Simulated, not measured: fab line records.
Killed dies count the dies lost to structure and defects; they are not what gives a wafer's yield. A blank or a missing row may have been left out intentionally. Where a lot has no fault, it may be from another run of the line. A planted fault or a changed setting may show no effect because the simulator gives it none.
One fault seen from 3 desks :: flow nand-harc :: each desk holds nothing but its own numbers, with what lay behind them at the end

## AT THE TOOL OWNER'S DESK: rie-diel-09
The tool's own readings at NHARC_A_BLC_ETCH_16 (etches the open film in CF4, target depth 39 nm, time 65 s): means of the sampled wafers that have a number, for each lot that ran on this tool. Any lot whose mean is over 4 standard deviations away from the usual mean is out of limits and marked OUT; that distance is given in the brackets. Of its 8 readings 7 are shown: those that lie furthest out on some lot.
Columns: A = bias-w at NHARC_A_BLC_ETCH_16, usual 100.0 W; B = cf4-flow-sccm at NHARC_A_BLC_ETCH_16, usual 150.0 sccm; C = drypump-motor-current-A at NHARC_A_BLC_ETCH_16, usual 5.59 A; D = oes-product-au at NHARC_A_BLC_ETCH_16, usual 0.999 a.u.; E = rf-vpp-V at NHARC_A_BLC_ETCH_16, usual 151.0 V; F = showerhead-plenum-p-Torr at NHARC_A_BLC_ETCH_16, usual 1.75 Torr; G = throttle-valve-pct at NHARC_A_BLC_ETCH_16, usual 13.285 %
lot: L367
first seen here: day 20 15:28
A: 100.2
B: 150.1
C: 5.56
D: 0.992
E: 150.1
F: 1.71
G: 13.289

lot: L370
first seen here: day 20 18:44
A: 100.0
B: 150.2
C: 5.68
D: 0.992
E: 150.9
F: 1.74
G: 13.285

lot: L371
first seen here: day 21 02:52
A: 99.9
B: 150.1
C: 5.63
D: 1.005
E: 151.5
F: 1.78
G: 13.284

lot: L373
first seen here: day 21 14:38
A: 99.8
B: 149.5
C: 5.63
D: 1.001
E: 150.9
F: 1.78
G: 13.293

lot: L374
first seen here: day 21 22:31
A: 100.2
B: 150.4
C: 5.60
D: 1.005
E: 152.8
F: 1.85
G: 13.283

lot: L379
first seen here: day 23 01:47
A: 99.9
B: 150.6
C: 5.76
D: 0.996
E: 152.1
F: 1.81
G: 13.288

lot: L380
first seen here: day 23 03:56
A: 100.0
B: 150.4
C: 5.54
D: 1.009
E: 151.0
F: 1.78
G: 13.288
This desk's finding: nothing out of limits on any of the 7 lots.

## FROM THE METROLOGY DESK
Means of the sampled wafers that have a number, per lot and without regard to the tool the lot ran on: this is what the gauges read. Any lot whose mean is over 4 standard deviations away from the usual mean is out of limits and marked OUT; that distance is given in the brackets.
Columns: A = overlay-x-nm at NHARC_A_BLC_OVL_MEAS_11, usual -0.1 nm; B = overlay-y-nm at NHARC_A_BLC_OVL_MEAS_11, usual -0.3 nm
lot: L365
first seen here: day 19 15:18
A: 0.6
B: 0.1

lot: L366
first seen here: day 19 17:04
A: -0.2
B: 0.3

lot: L368
first seen here: day 20 14:05
A: 1.1
B: -0.3

lot: L367
first seen here: day 20 15:17
A: 0.6
B: 0.0

lot: L370
first seen here: day 20 18:33
A: -0.2
B: -2.2

lot: L371
first seen here: day 21 02:40
A: 1.4
B: -2.1

lot: L372
first seen here: day 21 13:44
A: -0.0
B: 0.2

lot: L373
first seen here: day 21 14:28
A: -0.3
B: 0.0

lot: L374
first seen here: day 21 22:20
A: -0.9
B: 0.5

lot: L379
first seen here: day 23 01:35
A: -0.2
B: -0.4

lot: L378
first seen here: day 23 02:13
A: 0.2
B: 0.6

lot: L380
first seen here: day 23 03:45
A: 0.6
B: 0.9
This desk's finding: nothing out of limits on any of the 12 lots.

## THE DEFECT DESK
Per lot, the means of the sampled wafers with a number show what the inspections along the route counted. Any lot whose mean is over 4 standard deviations away from the usual mean is out of limits and marked OUT; that distance is given in the brackets.
Columns: A = raw-defect-count at NHARC_A_CONTACT_INSPECT_23, usual 444
lot: L365
first seen here: day 19 14:42
A: 397

lot: L366
first seen here: day 19 16:28
A: 445

lot: L368
first seen here: day 20 13:37
A: 556

lot: L367
first seen here: day 20 14:49
A: 374

lot: L370
first seen here: day 20 17:58
A: 456

lot: L371
first seen here: day 21 02:12
A: 300

lot: L372
first seen here: day 21 13:08
A: 559

lot: L373
first seen here: day 21 13:52
A: 532

lot: L374
first seen here: day 21 21:44
A: 437

lot: L379
first seen here: day 23 01:00
A: 334

lot: L378
first seen here: day 23 01:45
A: 441

lot: L380
first seen here: day 23 03:09
A: 342
This desk's finding: nothing out of limits on any of the 12 lots.

## ALL TOGETHER
The desk of the tool owner found nothing out of limits.
The metrology desk saw nothing out of limits.
Nothing the defect desk looked at was out of limits.

## WHAT THE SIMULATOR HAD PUT IN
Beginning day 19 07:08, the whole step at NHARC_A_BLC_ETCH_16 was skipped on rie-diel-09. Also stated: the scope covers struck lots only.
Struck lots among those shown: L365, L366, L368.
